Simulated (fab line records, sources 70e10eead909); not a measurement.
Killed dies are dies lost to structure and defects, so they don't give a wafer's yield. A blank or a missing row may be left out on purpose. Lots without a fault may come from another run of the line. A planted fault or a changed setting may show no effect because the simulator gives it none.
fab line records | flow nand_harc
record lots=12 wafers=36 last_day=33
route steps=1302 shown A_CHANNEL_HOLE_D2@598 A_CHANNEL_FILL_D2@614
lots that met no fault: from a run of the same line without faults
start_h: hours from the record's first day to the start of the lot's first wafer shown | wait_h: hours since the lot's step before | " the same as in the row above | L1.1+2: a row that stands for several wafers | - no value, or no start given | * or withheld: withheld | < > ~ a bound
route shown NAME@n: a module of which the file shows steps, and the number in the route of the first | usual: mean/standard deviation of fault-free wafers | same: alike in all rows | chamber/n: place in a boat | sites: the reading at each site | _std_site: their standard deviation | _edge_site: outer sites' mean less inner sites' | radius_mm: how far each site lies from the wafer's centre | mask NAME#n: copy n | behind: the tool/chamber that last shaped the wafer | hold: why the lot was held/for how many hours/how that ended | device: the transistor (n, p or np) that didn't switch | end of line: the same wafers' tests at the end of the route | a step without rows: its recipe alone | killed: dies lost to structure and defects at the first sort, not the wafer's yield | map: a wafer's dies, x killed, . not, _ none there
set.NAME: the setting as run; set.NAME@STEP: as run at that earlier step | model.NAME: the simulator's own value behind a step, which no gauge read
steps of the route over a sample of lots; a table a step, a row a wafer
services: from which hour (start_h, from the record's first day; less than 0 if before it) a tool's chamber was out of use, for how many hours, and why
## steps
# step NHARC_A_CHANNEL_HOLE_D2_ETCH_26
# recipe bias_v=300 source_w=2000 pressure_mtorr=30 time_s=224.1 ar_flow_sccm=375 c4f8_flow_sccm=11.4 o2_flow_sccm=113.6 temp_c=-20 target_depth_a=3000 chemistry=C4F8/O2/Ar
# usual c4f8_flow_sccm=11.40/0.03 drypump_motor_current_A=5.8/0.49 o2_flow_sccm=113.7/0.36 showerhead_plenum_p_Torr=3.73/0.035 throttle_valve_pct=24.585/0.01
# columns lot.wafer tool chamber start_h wait_h c4f8_flow_sccm drypump_motor_current_A o2_flow_sccm rf_hours_counter_h showerhead_plenum_p_Torr throttle_valve_pct
L138.2 har_etch-02 0 298.58 0.7 11.39 6.5 113.6 355 3.78 24.590
L138.1 " 1 " " 11.38 5.4 112.9 347 3.79 24.576
L138.5 " 1 " " 11.36 5.4 113.5 - 3.79 24.597
L139.1 har_etch-02 1 313.68 0.6 11.36 5.4 113.0 355 3.78 24.593
L139.3 " 0 " " 11.38 6.5 114.1 - 3.78 24.563
L139.6 " 0 " " 11.39 6.5 114.0 - 3.78 24.584
L140.2 har_etch-01 0 315.73 0.6 11.43 5.4 113.7 172 3.73 24.588
L140.4 " 0 " " 11.40 5.4 113.7 - 3.73 24.589
L140.5 " 0 " " 11.44 5.4 113.7 - 3.73 24.575
L142.1 har_etch-02 0 331.16 0.7 11.39 6.5 113.6 371 3.77 24.590
L142.2 " 1 " " 11.45 5.4 114.2 362 3.78 24.586
L142.5 " 0 " " 11.41 6.5 113.2 - 3.77 24.606
L152.2 har_etch-01 0 448.60 0.6 11.40 5.4 113.5 248 3.69 24.580
L152.3 " 0 " " 11.42 5.4 114.2 - 3.69 24.596
L152.5 " 1 " " 11.38 5.6 113.5 - 3.69 24.592
L155.1 har_etch-01 1 459.27 0.7 11.40 5.7 114.1 256 3.69 24.569
L155.6 " 1 " " 11.41 5.7 113.4 - 3.69 24.585
L155.5 " 0 " " 11.39 5.4 113.4 - 3.69 24.577
L156.1 har_etch-02 0 470.76 0.7 11.39 6.5 113.8 49 3.73 24.586
L156.5 " 0 " " 11.41 6.5 113.6 - 3.73 24.581
L156.6 " 1 " " 11.41 5.5 114.0 - 3.73 24.596
L157.1 har_etch-02 1 484.69 0.7 11.44 5.4 114.5 61 3.72 24.573
L157.2 " 0 " " 11.40 6.6 113.7 61 3.72 24.576
L157.3 " 0 " " 11.39 6.5 114.1 - 3.72 24.579
L158.2 har_etch-01 0 500.09 0.6 11.39 5.4 114.1 283 3.67 24.576
L158.4 " 0 " " 11.37 5.4 113.8 - 3.67 24.589
L158.5 " 1 " " 11.41 5.7 113.9 - 3.67 24.571
L159.3 har_etch-02 0 517.98 0.5 11.45 6.5 113.7 - 3.71 24.590
L159.4 " 1 " " 11.39 5.3 113.8 - 3.72 24.579
L159.6 " 0 " " 11.35 6.5 113.8 - 3.71 24.571
L160.1 har_etch-01 1 520.32 0.6 11.40 5.7 113.5 294 3.66 24.581
L160.3 " 1 " " 11.37 5.7 114.0 - 3.66 24.582
L160.6 " 0 " " 11.44 5.4 113.2 - 3.66 24.600
L161.1 har_etch-02 0 528.78 0.7 11.43 6.5 113.2 84 3.71 24.588
L161.2 " 1 " " 11.39 5.4 114.1 84 3.71 24.595
L161.6 " 1 " " 11.41 5.4 113.6 - 3.71 24.593
# step NHARC_A_CHANNEL_HOLE_D2_XSEM_32
# recipe landing_energy_ev=35000
# usual bot_cd_nm=74.5/1.4 bow_nm=8.70/0.29 tilt_deg=0.08/0.047
# columns lot.wafer tool chamber start_h wait_h bot_cd_nm bow_nm tilt_deg
L138.1 xsem-02 0 300.42 0.1 74.3 8.62 0.05
L138.2 " 0 " " 73.3 8.66 0.05
L138.5 " 0 " " 74.6 8.61 0.05
L139.1 xsem-02 0 315.48 0.1 74.8 8.34 0.10
L139.3 " 0 " " 76.4 8.26 0.10
L139.6 " 0 " " 74.8 8.31 0.10
L140.2 xsem-01 0 317.52 0.1 75.2 8.16 0.08
L140.4 " 0 " " 74.6 8.18 0.08
L140.5 " 0 " " 75.7 8.16 0.09
L142.1 xsem-01 0 332.99 0.1 75.3 8.28 0.11
L142.2 " 0 " " 74.3 8.35 0.11
L142.5 " 0 " " 75.5 8.33 0.11
L152.2 xsem-01 0 450.43 0.1 74.4 8.82 0.14
L152.3 " 0 " " 76.9 8.89 0.14
L152.5 " 0 " " 75.2 8.87 0.14
L155.1 xsem-02 0 461.11 0.1 73.8 8.59 -0.03
L155.5 " 0 " " 79.2 8.68 -0.03
L155.6 " 0 " " 72.6 8.61 -0.03
L156.1 xsem-01 0 472.59 0.1 77.0 8.87 0.12
L156.5 " 0 " " 71.6 8.86 0.12
L156.6 " 0 " " 72.9 8.80 0.12
L157.1 xsem-02 0 486.52 0.1 76.0 8.72 0.05
L157.2 " 0 " " 74.9 8.63 0.05
L157.3 " 0 " " 73.9 8.65 0.05
L158.2 xsem-02 0 501.89 0.1 72.9 8.76 0.04
L158.4 " 0 " " 74.9 8.71 0.04
L158.5 " 0 " " 73.5 8.75 0.04
L159.3 xsem-01 0 519.77 0.1 75.5 8.57 0.12
L159.4 " 0 " " 76.0 8.67 0.12
L159.6 " 0 " " 74.8 8.65 0.12
L160.1 xsem-02 0 522.11 0.1 75.6 8.90 0.06
L160.3 " 0 " " 74.9 8.94 0.06
L160.6 " 0 " " 74.1 8.96 0.06
L161.1 xsem-02 0 530.62 0.1 75.6 8.62 0.11
L161.2 " 0 " " 74.9 8.73 0.11
L161.6 " 0 " " 73.5 8.64 0.11
# step NHARC_A_CHANNEL_FILL_D2_ALD_14
# recipe target_thk_a=25 pulse_time_s=10 ald_cycles=25 temp_c=300 material=SiO2
# usual ald_cycles=25/0 heater_power_w=480/48 precursor_pulse_height_rel=1.001/0.018
# columns lot.wafer tool chamber start_h wait_h ald_cycles heater_power_w precursor_pulse_height_rel
L138.2 ald_hk-02 2 304.99 0.1 25 533 1.009
L138.1 " 0 " " 25 408 1.026
L138.5 " 1 " " 25 396 1.028
L139.3 ald_hk-01 2 322.84 0.1 25 543 1.030
L139.1 " 0 " " 25 517 0.981
L139.6 " 2 " " 25 554 0.997
L140.4 ald_hk-02 0 322.94 0.2 25 426 1.003
L140.2 " 1 " " 25 407 1.019
L140.5 " 2 " " 25 513 0.969
L142.1 ald_hk-02 3 340.75 0.0 25 437 1.002
L142.2 " 2 " " 25 503 1.006
L142.5 " 0 " " 25 413 1.004
L152.2 ald_hk-01 1 458.15 0.0 25 473 0.997
L152.3 " 3 " " 25 462 0.973
L152.5 " 1 " " 25 474 1.015
L155.1 ald_hk-04 1 468.64 0.3 25 506 0.995
L155.6 " 2 " " 25 404 1.011
L155.5 " 3 " " 25 526 1.013
L156.1 ald_hk-04 0 477.76 0.3 25 522 0.987
L156.6 " 1 " " 25 488 1.022
L156.5 " 2 " " 25 405 1.021
L157.1 ald_hk-02 3 494.27 0.0 25 452 0.983
L157.3 " 0 " " 25 419 0.987
L157.2 " 2 " " 25 517 1.000
L158.2 ald_hk-04 0 510.38 1.2 25 545 1.004
L158.4 " 2 " " 25 410 1.001
L158.5 " 1 " " 25 501 0.991
L160.1 ald_hk-04 1 527.19 0.1 25 485 0.973
L160.3 " 2 " " 25 416 1.025
L160.6 " 0 " " 25 525 1.014
L159.3 ald_hk-01 1 527.23 0.2 25 505 0.962
L159.4 " 3 " " 25 434 0.989
L159.6 " 1 " " 25 491 1.001
L161.2 ald_hk-04 3 537.93 0.0 25 526 1.014
L161.1 " 1 " " 25 489 0.981
L161.6 " 3 " " 25 536 1.010
# step NHARC_A_CHANNEL_FILL_D2_ALD_16
# recipe target_thk_a=15 pulse_time_s=10 ald_cycles=15 temp_c=300 material=SiO2
# usual ald_cycles=15/0 heater_power_w=474/46 precursor_pulse_height_rel=0.997/0.02
# columns lot.wafer tool chamber start_h wait_h ald_cycles heater_power_w precursor_pulse_height_rel
L138.2 ald_hk-04 3 313.43 2.3 15 527 0.952
L138.1 " 1 " " 15 495 1.004
L138.5 " 3 " " 15 546 0.979
L140.4 ald_hk-02 0 328.03 0.0 15 422 0.993
L140.2 " 2 " " 15 516 1.023
L140.5 " 0 " " 15 409 1.039
L139.3 ald_hk-01 1 328.06 0.1 15 462 0.988
L139.1 " 2 " " 15 563 0.992
L139.6 " 1 " " 15 479 1.009
L142.2 ald_hk-01 2 345.93 0.1 15 550 1.026
L142.1 " 0 " " 15 508 0.980
L142.5 " 1 " " 15 475 1.000
L152.3 ald_hk-02 0 463.55 0.1 19 421 0.972
L152.2 " 2 " " 19 516 0.986
L152.5 " 3 " " 15 448 0.951
L155.1 ald_hk-01 0 473.87 0.1 15 521 1.004
L155.6 " 3 " " 15 463 1.004
L155.5 " 0 " " 15 526 0.973
L156.1 ald_hk-04 2 482.85 0.2 15 404 0.976
L156.5 " 0 " " 15 521 1.036
L156.6 " 1 " " 15 493 0.989
L157.3 ald_hk-01 2 499.46 0.0 15 530 1.022
L157.1 " 3 " " 15 433 0.996
L157.2 " 0 " " 15 506 0.971
L158.2 ald_hk-01 3 515.62 0.0 15 435 1.009
L158.4 " 0 " " 15 509 0.986
L158.5 " 3 " " 15 437 0.992
L160.1 ald_hk-02 3 532.32 0.0 15 448 1.024
L160.3 " 1 " " 15 435 0.960
L160.6 " 0 " " 15 424 0.990
L159.4 ald_hk-04 3 532.36 0.1 15 544 0.993
L159.3 " 0 " " 15 531 0.986
L159.6 " 2 " " 15 411 0.989
L161.1 ald_hk-02 0 543.12 0.0 15 413 0.986
L161.2 " 1 " " 15 413 1.004
L161.6 " 1 " " 15 414 0.977
## services
# columns tool chamber start_h hours kind
ald_hk-01 - 304.64 10.0 pm
ald_hk-01 0 304.64 10.0 vent_cycle
ald_hk-01 1 304.64 10.0 vent_cycle
ald_hk-01 2 304.64 10.0 vent_cycle
ald_hk-01 3 304.64 10.0 vent_cycle
ald_hk-01 0 314.64 - clean
ald_hk-01 1 314.64 - clean
ald_hk-01 2 314.64 - clean
ald_hk-01 3 314.64 - clean
ald_hk-02 1 354.96 10.0 vent_cycle
ald_hk-02 2 354.96 10.0 vent_cycle
ald_hk-02 0 364.96 - clean
ald_hk-02 1 364.96 - clean
ald_hk-02 2 364.96 - clean
ald_hk-02 3 364.96 - clean
ald_hk-02 - 372.83 0.7 repair
ald_hk-04 - 373.06 1.4 repair
xsem-01 - 374.00 14.0 pm
har_etch-02 - 377.00 17.0 pm
ald_hk-04 1 434.53 10.0 vent_cycle
ald_hk-04 2 434.53 10.0 vent_cycle
ald_hk-04 0 444.53 - clean
ald_hk-01 - 482.64 10.0 pm
ald_hk-02 - 532.96 10.0 pm
## key
first_sign step=NHARC_A_CHANNEL_FILL_D2_ALD_16 reading=ald_cycles direction=up sigmas=99+ usual=15 struck=19
effect none on later readings
met_at NHARC_A_CHANNEL_FILL_D2_ALD_16
struck_lots L152
struck_wafers L152.2,L152.3
tester_left_out L152
not_acting_at NHARC_A_CHANNEL_HOLE_D2_ETCH_26,NHARC_A_CHANNEL_HOLE_D2_XSEM_32,NHARC_A_CHANNEL_FILL_D2_ALD_14
onset_between 328.03 463.55
fault kind=process_parameter_drift tool=ald_hk-02 chamber=- onset_h=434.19 steps=NHARC_A_CHANNEL_FILL_D2_ALD_16 channel=ald_cycles offset=4 shape=step end_h=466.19 scope=struck_wafers_only acts_in=these_recipes_only stated=15
# tester_left_out: of these lots the tester's yield and bins aren't shown, on N5 and GAA mostly nor the transistor test; their killed dies are dies lost to structure and defects alone, not to doping, threshold or leakage, so they don't give the yield
